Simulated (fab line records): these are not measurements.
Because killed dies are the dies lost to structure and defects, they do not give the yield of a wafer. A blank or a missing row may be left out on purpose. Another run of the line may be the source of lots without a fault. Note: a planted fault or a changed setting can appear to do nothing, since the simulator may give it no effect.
A lot that was struck, set against a sound lot :: flow n5-finfet :: 14 steps out of a route of 1938
Sound: wafers L791.1, L791.4, L791.6. Struck: wafers L807.1, L807.4, L807.5. At the end, the cause is stated.
Each step with rows lists, per side, the tool, then ch with its chambers, then its first start. Under that, the readings that differ: sound wafers :: struck wafers :: difference of the means :: sigmas: that difference in standard deviations of wafers without a fault.
alike: same words and numbers on both sides, and readings whose means sit less than 2 such deviations apart. not compared: any withheld reading, any reading some wafer has no value for, any bound like >300 that may hide the same value, and any number with overlapping values for which the record gives no deviation.
The two part at a step that has a row with sigmas, a row that says differs or no value, or rows on one side only. When numbers do not overlap yet have no deviation, they are printed without sigmas and do not part them. A reading missing from all wafers of one side parts the sides only when that side holds two or more wafers.

first, 1 step without rows for these wafers: N5_BEOL_M13_PRE_CLEAN_42 (time 30 s).
N5_BEOL_M13_SPUTTER_43: material TaN, target thk 15 nm, time 24.19 s.
  sound on pvd-sputter-02 at day 12 12:55; struck on pvd-sputter-03 at day 16 05:07
  alike: throttle-valve-pct
then, 1 step without rows for these wafers: N5_BEOL_M13_SPUTTER_44 (material Ta, target thk 10 nm, time 16.13 s).
N5_BEOL_M13_SPUTTER_45: material Cu, target thk 80 nm, time 13.33 s.
  sound on pvd-sputter-02 at day 12 13:04; struck on pvd-sputter-03 at day 16 05:17
  alike: chuck-sensor-temp-C, throttle-valve-pct
then, 1 step without rows for these wafers: N5_BEOL_M13_ECD_47 (material Cu, target thk 936 nm).
N5_BEOL_M13_ANNEAL_48: time 90 s.
  sound on rtp-anneal-01 ch 0, day 12 13:21; struck on rtp-anneal-02 ch 0, day 16 05:45
  alike: wafer_temp_C_max
N5_BEOL_M13_CMP_49: polishes, stops on SiOC, t overpolish 17.1 s, target thk 420 nm.
  sound on cmp-03 ch 0,2,3, day 12 13:43; struck on cmp-02 ch 0,1,2, day 16 06:07
  alike: barrier-field-endpoint-s, motor-current-A, overpolish-run-s
N5_BEOL_M13_THK_MEAS_50: measures by xrf.
  sound on film-metro-01 at day 12 13:56; struck on film-metro-02 at day 16 06:20
  alike: M13_THK
then, 1 step without rows for these wafers: N5_BEOL_M13_PRE_CLEAN_52 (time 15 s).
N5_BEOL_M13_DEP_53: deposits SiCN from 3MS/NH3, target thk 50 nm, time 17.8 s.
  sound on pecvd-01 ch 1,2, day 12 14:01; struck on pecvd-04 ch 0,2, day 16 06:24
  alike: showerhead-plenum-p-Torr, throttle-valve-pct
N5_BEOL_M13_RS_MEAS_54: measurement is done with a four-point probe.
  sound on film-metro-01 at day 12 14:04; struck on film-metro-02 at day 16 06:28
  alike: M13_RS
N5_BEOL_M13_INSPECT_55: inspects for defects (darkfield).
  sound on defect-inspect-01 at day 12 14:06; struck on defect-inspect-01 at day 16 06:30
  alike: raw-defect-count
N5_BEOL_M14_ILD_DEP_00: deposits SiO2 from TEOS/O2, target thk 1119.3 nm, time 237.4 s.
  sound on pecvd-01 ch 0,1,2, day 12 14:08; struck on pecvd-03 ch 0,1, day 16 06:32
reading: susceptor-temp-C (C)
sound: 399.87 399.94 400.18
struck: 403.57 403.22 403.70
difference: +3.50
sigmas: +15
  alike: heater-power-w, showerhead-plenum-p-Torr, throttle-valve-pct
N5_BEOL_M14_THK_MEAS_01:
  sound on film-metro-02 at day 12 14:20; struck on film-metro-02 at day 16 06:43
  alike: M14_ILD_THK

== WHERE THEY PART ==
At N5_BEOL_M14_ILD_DEP_00 and nowhere else, as far as this record goes. Later steps at which nothing parts them and some readings are alike: N5_BEOL_M14_THK_MEAS_01.

WHY: what the simulator had put in
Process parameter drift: pecvd-03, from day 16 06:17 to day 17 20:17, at N5_BEOL_M14_ILD_DEP_00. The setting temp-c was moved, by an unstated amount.
